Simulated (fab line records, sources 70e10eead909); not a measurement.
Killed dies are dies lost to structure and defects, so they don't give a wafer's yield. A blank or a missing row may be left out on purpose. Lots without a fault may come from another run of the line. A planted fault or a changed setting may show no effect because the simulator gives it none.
One fault seen from 2 desks | flow nand_harc | each desk has only its own numbers; what lay behind them comes last

THE TOOL OWNER'S DESK: pecvd_onon-04
The tool's own readings at NHARC_A_ONON_D1_DEP_03 (target thk 1000 nm): means of the sampled wafers that have a number, for each lot that ran on this tool. A lot is out of limits, marked OUT, if its mean lies more than 4 standard deviations from the usual mean; the brackets give that distance.
Columns: A = n2o_flow_sccm at NHARC_A_ONON_D1_DEP_03, usual 2001 sccm
lot  | first seen here | A
L780 | day 10 01:21    | 2000
L782 | day 10 20:23    | 1995
L789 | day 13 21:51    | 2000
L792 | day 15 00:58    | 2003
L797 | day 17 10:05    | 2002
This desk's finding: nothing out of limits on any of the 5 lots.

THE METROLOGY DESK
What the gauges read, lot by lot, whatever tool the lot ran on: means of the sampled wafers that have a number. A lot is out of limits, marked OUT, if its mean lies more than 4 standard deviations from the usual mean; the brackets give that distance.
Columns: A = cd_nm at NHARC_THIN_TSV_CD_MEAS_33, usual 5000.0 nm
lot  | first seen here | A
L774 | day 24 01:37    | 4999.3
L777 | day 25 11:45    | 5001.6
L780 | day 25 19:44    | 4999.3
L782 | day 26 21:26    | 5001.6
L784 | day 28 07:34    | 4997.6
L789 | day 29 23:30    | 4999.5
L788 | day 30 00:50    | 5001.4
L790 | day 30 19:43    | 5002.1
L791 | day 31 10:43    | 4998.6
L793 | day 31 13:35    | 4999.3
L792 | day 31 15:16    | 4999.4
L794 | day 32 09:08    | 4998.7
L795 | day 33 01:08    | 5001.0
L797 | day 34 02:40    | 5000.5
This desk's finding: nothing out of limits on any of the 14 lots.

PUT TOGETHER
The tool owner's desk saw nothing out of limits.
The metrology desk saw nothing out of limits.

WHAT THE SIMULATOR HAD PUT IN
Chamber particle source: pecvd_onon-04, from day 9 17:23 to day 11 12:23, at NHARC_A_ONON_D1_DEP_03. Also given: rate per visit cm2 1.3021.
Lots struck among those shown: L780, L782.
